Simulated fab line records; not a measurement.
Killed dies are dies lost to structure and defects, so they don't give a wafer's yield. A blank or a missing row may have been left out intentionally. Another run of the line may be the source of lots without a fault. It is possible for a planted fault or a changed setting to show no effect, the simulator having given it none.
A lot that was struck, set against a sound lot -- flow n5Finfet -- 38 steps out of a route of 1938
Sound: wafers L416.1, L416.3, L416.5. Struck: wafers L432.1, L432.2, L432.4. The cause is named last.
For every step that has rows: the tool of each side, followed by ch and its chambers, followed by its first start. Under that, the readings that differ: sound wafers -- struck wafers -- difference of the means -- sigmas: that difference in standard deviations of wafers without a fault.
alike: a reading whose means differ by less than 2 such deviations, as well as words and numbers matching on both sides. not compared: withheld readings; readings where some wafer has no value; bounds like >300 that might hide an equal value; numbers whose values overlap and for which the record gives no deviation.
A row with sigmas, a row that says differs or no value, or rows on one side alone: a step with any of these is where the two part. When numbers do not overlap yet have no deviation, they are printed without sigmas and do not part them. Lack of a reading on every wafer of one side parts them only where that side has two or more wafers.

first, 10 steps without rows for these wafers: N5_BEOL_M5_ILD_DEP_00 (deposits SiCOH lowk from DEMS/porogen, target thk 140.64 nm, time 25.9 s); N5_BEOL_M5_CURE_79 (cures SiCOH lowk, time 240 s); N5_BEOL_M5_PECVD_70 (deposits SiO2 from TEOS/O2, target thk 16 nm, time 18 s); N5_BEOL_M5_HM_DEP_02 (deposits TiN, target thk 20 nm); N5_BEOL_M5_COAT_59 (time 60 s, resist thk 60 nm); N5_BEOL_M5_COAT_60 (time 60 s, resist thk 12 nm); N5_BEOL_M5_COAT_71 (time 60 s, resist thk 5 nm); N5_BEOL_M5_COAT_05 (resist thk 30 nm); N5_BEOL_M5_EBR_07; N5_BEOL_M5_SOFTBAKE_06 (time 60 s).
N5_BEOL_M5_EXPOSE_08: exposes mask M5, target cd 28 nm.
  sound on euvScanner-01 ch 0, day 10 18:04; struck on euvScanner-01 ch 0, day 14 06:02
reading,sound,struck,difference,sigmas
exposureDoseMJCm2,35.81 35.79 35.82,32.07 32.11 32.06,-3.73,-42
  alike: mask
then, 2 steps without rows for these wafers: N5_BEOL_M5_PEB_09 (peb time 60 s); N5_BEOL_M5_DEVELOP_10 (develop time 30 s).
N5_BEOL_M5_CD_MEAS_11 targets a cd of 27.74 nm.
  sound on cdSem-02 ch 0, day 10 18:11; struck on cdSem-02 ch 0, day 14 06:10
reading,sound,struck,difference,sigmas
cdNm (nm),27.90 28.25 28.27,25.55 25.22 25.46,-2.73,-11
N5_BEOL_M5_DESCUM_16: chemistry O2, time 7 s.
  sound on rieDiel-05 ch 0,1,3, day 10 18:19; struck on rieDiel-02 ch 1,2, day 14 06:17
reading,sound,struck,difference,sigmas
throttleValvePct (%),20.97 20.56 20.68,20.05 20.33 20.06,-0.59,-2
model.BEOL_M5.cdNm (nm),28 28.2 28,25.6 25.4 25.4,-2.6,
  alike: drypumpMotorCurrentA, oesProductAu, rfFwdPowerW, rfVppV, showerheadPlenumPTorr
  not compared: rfHoursCounterH
then, 8 steps without rows for these wafers: N5_BEOL_M5_ETCH_72 (etches underlayer in N2/H2, target depth 6.5 nm, time 5.2 s); N5_BEOL_M5_ETCH_61 (etches SiARC in CF4, target depth 15.6 nm, time 26 s); N5_BEOL_M5_ETCH_62 (etches SOC in N2/H2, target depth 75 nm, overetch 15 nm, time 112.5 s); N5_BEOL_M5_STRIP_63 (strips in N2/H2); N5_BEOL_M5_STRIP_73 (strips in N2/H2); N5_BEOL_M5_STRIP_64 (strips in CF4); N5_BEOL_M5_HM_OPEN_17 (chemistry Cl2/BCl3, target TiN, target depth 20 nm, overetch 6 nm); N5_BEOL_M5_STRIP_19 (strips in O2).
N5_BEOL_M5_CD_MEAS_18: pitch 56 nm, target cd 28 nm.
  sound on cdSem-02, day 10 18:45; struck on cdSem-01, day 14 06:47
reading,sound,struck,difference,sigmas
cdNm (nm),27.53 28.28 28.06,25.72 25.61 25.40,-2.38,-9
then, 11 steps without rows for these wafers: N5_BEOL_M5_COAT_65 (time 60 s, resist thk 60 nm); N5_BEOL_M5_COAT_66 (time 60 s, resist thk 12 nm); N5_BEOL_M5_COAT_74 (time 60 s, resist thk 5 nm); N5_BEOL_M5_COAT_22 (resist thk 30 nm); N5_BEOL_M5_EBR_24; N5_BEOL_M5_SOFTBAKE_23 (time 60 s); N5_BEOL_M5_EXPOSE_25 (exposes mask V4, defocus 10 nm); N5_BEOL_M5_PEB_26 (peb time 60 s); N5_BEOL_M5_DEVELOP_27 (develop time 30 s); N5_BEOL_M5_DESCUM_33 (chemistry O2, time 7 s); N5_BEOL_M5_ETCH_75 (etches underlayer in N2/H2, target depth 6.5 nm, time 5.2 s).
N5_BEOL_M5_ETCH_41: etches SiCN in CH3F/O2, target depth 31.5 nm, time 56.7 s.
  sound: rieDiel-04 ch 2,3; struck: rieDiel-04 ch 0,1,3
reading,sound,struck,difference,sigmas
model.BEOL_M5.cdNm (nm),27.8 28.2 28,25.6 25.6 25.6,-2.4,
  alike: O2_flow_sccm, drypumpMotorCurrentA, mfcArSccm, oesProductAu, rfFwdPowerW, rfVppV, showerheadPlenumPTorr, throttleValvePct
  not compared: rfHoursCounterH
-- here the record skips 3 days between the struck wafers' starts before and after, leaving off in module BEOL_M5 and picking up in module BEOL_M15 (first step shown: number 1830 of the route) --
N5_BEOL_M15_RC_MEAS_101:
  sound on prober-01 ch 0, day 14 14:55; struck on prober-01 ch 0, day 17 14:07
reading,sound,struck,difference,sigmas
COMB_M10 (S/m),1.1e-11 1.3e-11 1.2e-11,2.1e-11 1.7e-11 1.8e-11,+6.7e-12,+2
SERP_M5 (ohm/um),40.7 37.6 37.9,47.8 45.0 46.7,+7.8,+5
SERP_M5_max_site (ohm/um),42.6 39.0 39.2,51.0 47.1 47.2,+8.2,+5
  alike: COMB_M11, COMB_M12, COMB_M13, COMB_M14, COMB_M15, COMB_M5, COMB_M6, COMB_M7, COMB_M8, COMB_M9, SERP_M10, SERP_M11, SERP_M12, SERP_M13, SERP_M14, SERP_M6, SERP_M6_max_site, SERP_M7, SERP_M8, SERP_M8_max_site, SERP_M9
after that, 1 step had no rows for these wafers: N5_PASSIVATION_PROBE_49.

WHERE THEY PART
First at N5_BEOL_M5_EXPOSE_08; last, within this record, at N5_BEOL_M15_RC_MEAS_101.

WHY: what had been put in by the simulator
Process parameter drift: euvScanner-01, from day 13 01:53 on, at N5_BEOL_M5_EXPOSE_08. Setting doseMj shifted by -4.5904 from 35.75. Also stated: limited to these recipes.
